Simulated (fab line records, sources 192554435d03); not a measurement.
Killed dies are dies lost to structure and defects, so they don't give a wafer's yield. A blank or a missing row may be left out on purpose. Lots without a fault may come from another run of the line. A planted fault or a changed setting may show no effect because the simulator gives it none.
fab line records | flow n5_finfet
record lots=8 wafers=24 last_day=19
route steps=1938 shown HKMG_FIN@438 BEOL_M4@1111 PASSIVATION@1936
lots that met no fault: from a run of the same line without faults
start_h: hours from the record's first day to the start of the lot's first wafer shown | wait_h: hours since the lot's step before | " the same as in the row above | L1.1+2: a row that stands for several wafers | - no value, or no start given | * or withheld: withheld | < > ~ a bound
route shown NAME@n: a module of which the file shows steps, and the number in the route of the first | usual: mean/standard deviation of fault-free wafers | same: alike in all rows | chamber/n: place in a boat | sites: the reading at each site | _std_site: their standard deviation | _edge_site: outer sites' mean less inner sites' | radius_mm: how far each site lies from the wafer's centre | mask NAME#n: copy n | behind: the tool/chamber that last shaped the wafer | hold: why the lot was held/for how many hours/how that ended | device: the transistor (n, p or np) that didn't switch | end of line: the same wafers' tests at the end of the route | a step without rows: its recipe alone | killed: dies lost to structure and defects at the first sort, not the wafer's yield | map: a wafer's dies, x killed, . not, _ none there
set.NAME: the setting as run; set.NAME@STEP: as run at that earlier step | model.NAME: the simulator's own value behind a step, which no gauge read
steps of the route over a sample of lots; a table a step, a row a wafer
services: from which hour (start_h, from the record's first day; less than 0 if before it) a tool's chamber was out of use, for how many hours, and why
## steps
# step N5_HKMG_FIN_ETCH_35
# recipe chemistry=N2/H2 target=SOC target_depth_a=2158 ion_energy_ev=65 bias_w=5 source_w=3000 time_s=243.4 pressure_mtorr=30 n2_flow_sccm=200 h2_flow_sccm=200
# usual drypump_motor_current_A=5.6/0.31 oes_product_au=0.77/0.074 rf_vpp_V=142.0/0.83 showerhead_plenum_p_Torr=2.59/0.072 throttle_valve_pct=17.87/0.3
# columns lot.wafer tool chamber start_h wait_h drypump_motor_current_A oes_product_au rf_hours_counter_h rf_vpp_V showerhead_plenum_p_Torr throttle_valve_pct
L610.2 rie_diel-01 2 83.47 0.0 5.7 0.69 200 141.6 2.64 18.33
L610.4 " 0 " " 5.8 0.90 26 142.9 2.72 17.53
L610.5 " 0 " " 5.7 0.91 - 143.5 2.72 17.52
L617.3 rie_diel-03 3 126.52 0.0 5.1 0.74 143 141.2 2.56 17.95
L617.4 " 2 " " 6.2 0.72 184 142.7 2.51 17.73
L617.6 " 3 " " 5.2 0.75 - 140.1 2.56 17.97
L622.1 rie_diel-03 0 152.04 0.0 5.3 0.67 239 143.0 2.58 18.03
L622.2 " 2 " " 6.3 0.71 194 142.3 2.51 17.75
L622.5 " 1 " " 5.8 0.78 - 142.0 2.55 17.62
L625.1 rie_diel-01 3 172.20 0.0 5.5 0.86 37 141.2 2.49 17.59
L625.5 " 3 " " 5.5 0.87 - 141.2 2.49 17.57
L625.6 " 0 " " 5.7 0.86 - 142.4 2.71 17.58
L627.2 rie_diel-01 0 182.62 0.0 5.7 0.86 58 143.3 2.71 17.58
L627.4 " 1 " " 5.5 0.76 176 141.3 2.65 18.05
L627.5 " 2 " " 5.7 0.67 - 142.6 2.62 18.38
L611.2 rie_diel-01 1 194.29 0.0 5.5 0.76 180 141.9 2.65 18.05
L611.3 " 3 " " 5.5 0.85 45 142.8 2.49 17.59
L611.5 " 0 " " 5.7 0.85 - 142.6 2.71 17.59
L629.4 rie_diel-03 2 202.19 0.1 6.3 0.69 - 141.6 2.50 17.78
L629.5 " 1 " " 5.8 0.76 - 141.5 2.54 17.64
L629.6 " 3 " " 5.1 0.72 - 141.3 2.55 17.97
L631.1 rie_diel-01 2 215.20 0.0 5.7 0.67 243 140.6 2.62 18.40
L631.3 " 0 " " 5.7 0.85 70 143.3 2.70 17.59
L631.4 " 3 " " 5.5 0.86 53 142.2 2.49 17.62
# step N5_HKMG_FIN_STRIP_92
# recipe chemistry=N2/H2 material=SOC time_s=20 power_w=500 temp_c=40 pressure_mtorr=50 rf_frequency_hz=6e+07 bias_power_w=8 h2_frac=0.5 n2_flow_sccm=300 h2_flow_sccm=300
# usual bias_power_w=8.000/0.024 drypump_motor_current_A=5.6/0.31 oes_product_au=0.77/0.074 rf_vpp_V=54.4/0.87 showerhead_plenum_p_Torr=3.41/0.092 throttle_valve_pct=19.0/0.43
# columns lot.wafer tool chamber start_h wait_h bias_power_w drypump_motor_current_A oes_product_au rf_hours_counter_h rf_vpp_V showerhead_plenum_p_Torr throttle_valve_pct
L610.2 rie_diel-01 2 83.62 0.1 8.010 5.7 0.70 200 54.2 3.48 19.8
L610.4 " 0 " " 8.042 5.7 0.91 26 55.5 3.59 18.7
L610.5 " 0 " " 8.039 5.7 0.92 - 55.2 3.59 18.7
L617.3 rie_diel-03 3 126.67 0.1 7.949 5.2 0.75 143 53.7 3.38 19.2
L617.4 " 2 " " 8.014 6.3 0.72 184 53.0 3.32 18.6
L617.6 " 3 " " 7.971 5.2 0.76 - 54.0 3.38 19.2
L622.1 rie_diel-03 0 152.19 0.1 8.010 5.3 0.68 239 54.6 3.41 18.9
L622.2 " 2 " " 7.984 6.3 0.71 194 53.9 3.32 18.6
L622.5 " 1 " " 8.028 5.8 0.76 - 53.5 3.36 18.7
L625.1 rie_diel-01 3 172.35 0.1 8.033 5.5 0.87 37 51.4 3.30 19.0
L625.5 " 3 " " 8.031 5.5 0.87 - 53.7 3.30 19.0
L625.6 " 0 " " 7.985 5.8 0.86 - 55.9 3.57 18.8
L627.2 rie_diel-01 0 182.77 0.1 8.036 5.8 0.87 59 53.9 3.57 18.8
L627.4 " 1 " " 7.989 5.5 0.76 176 54.5 3.49 19.1
L627.5 " 2 " " 7.987 5.7 0.67 - 53.8 3.46 19.9
L611.2 rie_diel-01 1 194.44 0.1 7.985 5.5 0.77 181 53.9 3.49 19.1
L611.3 " 3 " " 8.034 5.5 0.86 45 54.0 3.29 19.0
L611.5 " 0 " " 7.996 5.7 0.86 - 53.6 3.57 18.8
L629.4 rie_diel-03 2 202.29 0.0 8.000 6.3 0.70 - 54.4 3.31 18.7
L629.5 " 1 " " 7.972 5.8 0.75 - 53.9 3.35 18.8
L629.6 " 3 " " 7.973 5.2 0.73 - 54.9 3.37 19.3
L631.1 rie_diel-01 2 215.35 0.1 8.027 5.7 0.66 243 56.3 3.46 19.9
L631.3 " 0 " " 7.983 5.7 0.85 70 55.5 3.56 18.8
L631.4 " 3 " " 8.020 5.5 0.85 53 54.5 3.29 19.0
# step N5_HKMG_FIN_ALD_91
# recipe material=TiN target_thk_a=10 temp_c=400 ald_precursor_family=TiCl4 ald_co_reactant=NH3 pulse_time_s=1 purge_time_s=3 co_reactant_purge_time_s=2 co_reactant_pulse_time_s=2 ald_cycles=47 pressure_torr=3
# usual ald_cycles=47/0 heater_power_w=873/95 precursor_pulse_height_rel=1.000/0.02
# columns lot.wafer tool chamber start_h wait_h ald_cycles heater_power_w precursor_pulse_height_rel
L610.2 ald_metal-01 1 84.14 0.3 47 853 0.998
L610.4 " 0 " " 47 956 1.031
L610.5 " 1 " " 47 845 0.990
L617.3 ald_metal-01 3 127.20 0.1 47 830 1.012
L617.4 " 1 " " 47 836 1.001
L617.6 " 1 " " 47 851 0.999
L622.1 ald_metal-01 1 152.72 0.3 47 837 1.001
L622.2 " 2 " " 47 876 0.969
L622.5 " 3 " " 47 866 0.993
L625.1 ald_metal-01 0 172.88 0.3 47 991 1.009
L625.5 " 0 " " 54 974 0.985
L625.6 " 3 " " 54 845 0.995
L627.2 ald_metal-01 1 183.33 0.3 54 833 1.032
L627.4 " 2 " " 47 839 0.984
L627.5 " 0 " " 54 959 1.009
L611.2 ald_metal-04 2 194.97 0.3 47 972 1.007
L611.3 " 3 " " 47 760 0.976
L611.5 " 3 " " 47 743 1.004
L629.4 ald_metal-04 0 202.79 0.1 47 969 0.988
L629.5 " 0 " " 47 999 1.011
L629.6 " 3 " " 47 765 1.015
L631.1 ald_metal-04 1 215.91 0.3 47 940 1.000
L631.3 " 2 " " 47 979 0.991
L631.4 " 0 " " 47 963 1.000
# step N5_HKMG_FIN_ETCHBACK_68
# recipe chemistry=Cl2/Ar stop_on=HfO2 target_depth_a=5 pressure_mtorr=10 icp_w=600 bias_w=60 Cl2_flow_sccm=40 Ar_flow_sccm=60
# usual drypump_motor_current_A=5.6/0.38 oes_product_au=0.75/0.15 throttle_valve_pct=21.05/0.15
# columns lot.wafer tool chamber start_h wait_h drypump_motor_current_A oes_product_au rf_hours_counter_h throttle_valve_pct
L610.2 rie_metal-01 1 85.77 0.0 5.1 0.92 5 21.16
L610.4 " 1 " " 5.1 0.93 - 21.15
L610.5 " 1 " " 5.1 0.94 - 21.15
L617.3 rie_metal-02 0 128.91 0.1 5.4 0.56 - 21.06
L617.4 " 1 " " 5.7 0.57 - 21.29
L617.6 " 1 " " 5.7 0.57 - 21.28
L622.1 rie_metal-01 0 154.38 0.0 6.1 0.92 6 21.13
L622.2 " 1 " " 5.1 0.89 11 21.18
L622.5 " 1 " " 5.1 0.89 - 21.16
L625.1 rie_metal-01 0 174.51 0.0 6.1 0.91 7 21.11
L625.5 " 0 " " 6.1 0.91 - 21.13
L625.6 " 1 " " 5.1 0.89 - 21.17
L627.2 rie_metal-01 0 185.16 0.0 6.1 0.85 8 21.17
L627.4 " 0 " " 6.0 0.91 - 21.13
L627.5 " 1 " " 5.1 0.84 - 21.24
L611.2 rie_metal-02 0 196.71 0.0 5.4 0.64 100 20.93
L611.3 " 1 " " 5.7 0.92 - 20.96
L611.5 " 0 " " 5.4 0.64 - 20.95
L629.4 rie_metal-02 1 204.46 0.1 5.7 0.92 - 20.95
L629.5 " 1 " " 5.7 0.92 - 20.96
L629.6 " 0 " " 5.4 0.63 - 20.94
L631.1 rie_metal-02 0 217.79 0.0 5.4 0.59 103 21.01
L631.3 " 0 " " 5.4 0.64 - 20.93
L631.4 " 1 " " 5.7 0.91 - 20.97
# step N5_BEOL_M4_RC_MEAS_101
# usual DIBL_N=36.1/1.6 DIBL_P=35.7/1.8 IOFF_N=0.159/0.027 IOFF_N_85C=3.1/0.44 IOFF_N_LIN=0.073/0.0097 IOFF_N_LONG=5.66e-05/2.6e-06 IOFF_P=0.21/0.03 ION_N=673/10 ION_P=462/7.4 SS_N=71.4/0.56 SS_P=73.2/0.61 VT_N=249.7/3 VT_N_LONG=274.5/2.1 VT_N_LVT=98.3/2.8 VT_P=-250/3.1 VT_P_LVT=-98.4/2.7
# columns lot.wafer tool chamber start_h wait_h DIBL_N[mV/V] DIBL_P[mV/V] IOFF_N[nA/um] IOFF_N_85C[nA/um] IOFF_N_LIN[nA/um] IOFF_N_LONG[nA/um] IOFF_P[nA/um] ION_N[uA/um] ION_P[uA/um] SS_N[mV/dec] SS_P[mV/dec] VT_N[mV] VT_N_LONG[mV] VT_N_LVT[mV] VT_P[mV] VT_P_LVT[mV]
L610.2 prober-01 0 171.56 0.2 37.4 38.9 0.206 3.8 0.094 5.56e-05 0.25 692 463 72.8 74.3 244.1 272.8 92.8 -251 -98.5
L610.4 " 0 " " 34.4 35.6 0.145 2.9 0.071 5.51e-05 0.19 676 462 71.5 73.1 248.1 273.7 98.1 -254 -100.3
L610.5 " 0 " " 35.2 35.5 0.154 3.0 0.072 5.56e-05 0.19 664 451 71.9 72.6 248.0 274.0 98.2 -255 -101.5
L617.3 prober-01 0 210.14 0.3 35.6 34.9 0.137 2.7 0.061 5.65e-05 0.18 654 451 71.5 72.7 255.4 272.6 100.9 -251 -100.0
L617.4 " 0 " " 36.1 36.6 0.155 3.1 0.072 5.64e-05 0.22 670 462 70.7 72.8 249.0 272.7 96.4 -249 -96.5
L617.6 " 0 " " 34.8 35.5 0.139 2.7 0.066 5.61e-05 0.20 670 466 70.8 73.3 249.9 271.7 97.9 -250 -98.2
L622.1 prober-02 0 244.78 0.0 36.8 38.0 0.164 3.2 0.074 5.11e-05 0.26 664 462 71.3 73.9 248.3 276.6 99.3 -246 -96.4
L622.2 " 0 " " 35.7 36.2 0.139 2.8 0.065 5.21e-05 0.22 675 471 71.6 72.9 252.3 277.2 100.8 -250 -97.0
L622.5 " 0 " " 36.5 37.4 0.158 3.1 0.073 5.18e-05 0.25 678 469 70.7 74.2 249.6 275.4 99.0 -245 -95.1
L625.1 prober-02 0 255.59 0.0 36.1 36.2 0.161 3.1 0.075 5.79e-05 0.22 682 473 72.0 72.8 248.9 276.0 96.7 -245 -98.0
L625.5 " 0 " " 35.4 35.9 0.083 1.8 0.039 3.98e-05 0.27 643 474 71.7 73.7 267.4 292.1 114.3 -241 -91.1
L625.6 " 0 " " 37.2 38.5 0.108 2.2 0.048 4e-05 0.32 655 479 71.3 72.9 260.8 294.1 110.7 -240 -89.6
L627.2 prober-01 0 281.48 0.2 35.4 35.2 0.072 1.6 0.035 4.16e-05 0.22 637 471 70.7 72.7 266.3 289.5 113.3 -246 -90.5
L627.4 " 0 " " 38.7 38.5 0.195 3.7 0.085 6.01e-05 0.23 679 463 71.5 74.0 246.7 271.1 92.0 -249 -94.5
L627.5 " 0 " " 39.3 38.7 0.110 2.3 0.048 4.17e-05 0.28 648 474 71.9 74.1 265.3 287.8 109.0 -241 -88.5
L629.4 prober-01 0 305.14 0.5 34.9 34.5 0.122 2.5 0.060 5.71e-05 0.17 666 455 71.1 73.3 253.6 273.5 103.6 -252 -102.1
L629.5 " 0 " " 35.7 36.9 0.148 2.9 0.071 5.65e-05 0.21 683 467 70.8 73.6 250.6 275.7 98.9 -250 -99.4
L629.6 " 0 " " 36.4 37.7 0.163 3.2 0.077 5.7e-05 0.21 683 465 71.6 73.8 250.1 274.1 98.3 -251 -99.3
L611.2 prober-02 0 307.72 0.2 35.2 36.1 0.172 3.4 0.081 5.75e-05 0.23 691 479 71.9 73.7 247.3 271.3 94.5 -247 -94.8
L611.3 " 0 " " 34.6 35.4 0.143 2.9 0.068 5.71e-05 0.23 664 471 71.3 73.3 251.2 273.2 98.1 -246 -95.1
L611.5 " 0 " " 35.8 36.3 0.170 3.4 0.079 5.74e-05 0.24 680 468 71.6 74.1 250.4 274.4 96.2 -246 -95.0
L631.1 prober-01 0 341.71 0.0 35.2 34.8 0.156 3.0 0.071 5.82e-05 0.22 662 460 71.1 73.1 247.2 271.6 97.4 -244 -96.3
L631.3 " 0 " " 34.7 33.7 0.139 2.7 0.066 6.07e-05 0.20 670 468 70.9 72.1 251.6 270.0 98.4 -245 -96.0
L631.4 " 0 " " 36.7 36.9 0.201 3.7 0.090 6.03e-05 0.26 694 482 71.0 73.1 243.3 270.8 91.3 -242 -92.5
# step N5_PASSIVATION_PROBE_49
# usual defect_limited_yield=91.0/1.3 killed_at_M0_to_M3=33/10 killed_at_M4_up=14/5.6 killed_at_contacts=12/5.8 killed_at_front_end=43/11 killed_at_other=4.1/2.8 killed_dies=106/15 killed_open=70/12 killed_short=34/7.5 sort_bin_5_function=5.3/0.88 sort_bin_6_memory=3.3/0.64 sort_bin_8_speed=0.00/0.016 sort_n_pass=1074/15 sort_yield_pct=91.0/1.3
# same gross_dies=1180 killed_at_back_side=0 sort_bin_4_leakage[%]=0
# columns lot.wafer tool chamber start_h wait_h defect_limited_yield[%] killed_at_M0_to_M3 killed_at_M4_up killed_at_contacts killed_at_front_end killed_at_other killed_dies killed_open killed_short sort_bin_5_function[%] sort_bin_6_memory[%] sort_bin_8_speed[%] sort_n_pass sort_yield_pct[%]
L625.1 prober-01 - 367.95 0.0 94.2 26 6 12 22 2 68 39 27 3.7 1.8 0 1112 94.2
L625.5 prober-01 - 368.15 0.2 91.9 28 11 9 38 9 95 57 37 4.2 3.3 1.02 1073 90.9
L625.6 prober-01 - 368.20 0.3 91.2 33 16 16 32 7 104 77 27 4.9 3.6 0 1076 91.2
L627.2 prober-01 - 381.05 0.1 90.8 50 9 8 41 0 108 75 33 5.3 3.4 5.34 1009 85.5
L627.4 prober-01 - 381.15 0.2 88.9 46 14 25 43 3 131 89 40 6.5 4.0 0.08 1049 88.9
L627.5 prober-01 - 381.20 0.2 90.9 41 14 14 36 2 107 65 40 6.2 2.7 0.08 1072 90.8
L611.5 prober-01 - 408.26 0.2 90.8 21 18 10 58 1 108 65 42 5.4 3.3 0 1072 90.8
# killed by level:class
L625.1 BEOL_M1:geometric_particle:open=10 MOL_CONTACT_COAG:geometric_particle:open=9 FIN_SAQP:geometric_particle:short=8 BEOL_M0_SAQP:geometric_particle:short=4 BEOL_M2:geometric_particle:open=4 FIN_SAQP:geometric_particle:open=3 MOL_CONTACT_COAG:geometric_particle:short=3 BEOL_M0_SAQP:geometric_particle:open=3
L625.5 FIN_SAQP:geometric_particle:open=10 MOL_CONTACT_COAG:geometric_particle:open=8 BEOL_M3:geometric_particle:open=7 GATE_CUT:geometric_particle:short=6 BEOL_M2:geometric_particle:open=6 FIN_SAQP:geometric_particle:short=5 BEOL_M2:geometric_particle:short=5 BEOL_M0_SAQP:geometric_particle:short=5
L625.6 MOL_CONTACT_COAG:geometric_particle:open=14 BEOL_M3:geometric_particle:open=13 DUMMY_GATE:geometric_particle:open=10 BEOL_M1:geometric_particle:open=6 STI_FIN_REVEAL:geometric_particle:open=5 BEOL_M5:geometric_particle:open=5 BEOL_M0_SAQP:geometric_particle:short=4 BEOL_M2:geometric_particle:open=4
L627.2 BEOL_M0_SAQP:geometric_particle:short=13 BEOL_M3:geometric_particle:open=12 STI_FIN_REVEAL:geometric_particle:open=9 BEOL_M1:geometric_particle:open=9 MOL_CONTACT_COAG:geometric_particle:open=8 FIN_SAQP:geometric_particle:open=6 BEOL_M0_SAQP:geometric_particle:open=5 BEOL_M2:geometric_particle:open=5
L627.4 MOL_CONTACT_COAG:geometric_particle:open=20 BEOL_M3:geometric_particle:open=14 FIN_SAQP:geometric_particle:open=13 FIN_SAQP:geometric_particle:short=10 BEOL_M0:geometric_particle:open=8 BEOL_M0_SAQP:geometric_particle:open=6 STARTING-WAFER:geometric_particle:short=6 MOL_CONTACT_COAG:geometric_particle:short=5
L627.5 FIN_SAQP:geometric_particle:short=12 FIN_SAQP:geometric_particle:open=11 BEOL_M1:geometric_particle:open=10 MOL_CONTACT_COAG:geometric_particle:open=8 BEOL_M0_SAQP:geometric_particle:short=7 MOL_CONTACT_COAG:geometric_particle:short=6 BEOL_M0_SAQP:geometric_particle:open=6 STARTING-WAFER:geometric_particle:open=5
L611.5 FIN_SAQP:geometric_particle:short=12 MOL_CONTACT_COAG:geometric_particle:open=8 STARTING-WAFER:geometric_particle:open=8 FIN_SAQP:geometric_particle:open=7 DUMMY_GATE:geometric_particle:open=7 BEOL_M3:geometric_particle:open=6 BEOL_M0_SAQP:geometric_particle:short=5 BEOL_M4:geometric_particle:open=5
## services
# columns tool chamber start_h hours kind
rie_diel-01 2 87.98 4.9 repair
rie_diel-01 3 105.08 9.1 repair
rie_diel-01 0 113.19 5.2 repair
rie_metal-02 1 133.70 - clean
rie_metal-02 1 133.70 35.0 scheduled_down
rie_metal-02 1 133.70 35.0 vent_cycle
ald_metal-04 - 164.03 1.0 repair
rie_diel-03 0 170.10 5.9 repair
rie_metal-01 - 177.14 4.5 repair
rie_diel-03 0 190.51 - clean
rie_diel-03 0 190.51 - consumable_replace:focus_ring
rie_diel-03 0 190.51 12.7 scheduled_down
rie_diel-03 0 190.51 12.7 vent_cycle
rie_metal-01 - 197.18 2.8 pm
rie_diel-01 0 198.22 3.0 repair
ald_metal-01 0 198.69 3.0 repair
ald_metal-04 - 215.31 0.4 repair
## key
first_sign step=N5_HKMG_FIN_ALD_91 reading=ald_cycles direction=up sigmas=99+ usual=* struck=*
effect step=N5_BEOL_M4_RC_MEAS_101 reading=VT_N_LONG direction=up sigmas=7.9 usual=274.5 struck=290.9
effect step=N5_BEOL_M4_RC_MEAS_101 reading=IOFF_N_LONG direction=down sigmas=6 usual=5.66e-05 struck=4.08e-05
effect step=N5_BEOL_M4_RC_MEAS_101 reading=VT_N direction=up sigmas=5.1 usual=249.7 struck=264.9
effect step=N5_BEOL_M4_RC_MEAS_101 reading=VT_N_LVT direction=up sigmas=4.8 usual=98.3 struck=111.8
effect step=N5_BEOL_M4_RC_MEAS_101 reading=VT_P_LVT direction=up sigmas=3.2 usual=-98.4 struck=-89.9
effect step=N5_BEOL_M4_RC_MEAS_101 reading=IOFF_N_LIN direction=down sigmas=3.1 usual=0.073 struck=0.043
effect step=N5_BEOL_M4_RC_MEAS_101 reading=ION_N direction=down sigmas=2.6 usual=673 struck=646
effect step=N5_BEOL_M4_RC_MEAS_101 reading=IOFF_N_85C direction=down sigmas=2.6 usual=3.1 struck=2.0
effect step=N5_BEOL_M4_RC_MEAS_101 reading=IOFF_N direction=down sigmas=2.4 usual=0.159 struck=0.093
effect step=N5_BEOL_M4_RC_MEAS_101 reading=IOFF_P direction=up sigmas=2 usual=0.21 struck=0.27
effect step=N5_PASSIVATION_PROBE_49 reading=sort_bin_8_speed direction=up sigmas=19 usual=0.00 struck=1.61 wafers_moved=2
met_at N5_HKMG_FIN_ALD_91
struck_lots L625,L627
struck_wafers L625.5,L625.6,L627.2,L627.5
not_acting_at N5_HKMG_FIN_ETCH_35,N5_HKMG_FIN_STRIP_92,N5_HKMG_FIN_ETCHBACK_68
onset_between 152.72 172.88
fault kind=process_parameter_drift tool=ald_metal-01 chamber=- onset_h=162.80 steps=N5_HKMG_FIN_ALD_91 channel=ald_cycles offset=* shape=step end_h=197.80 scope=struck_wafers_only acts_in=* stated=*
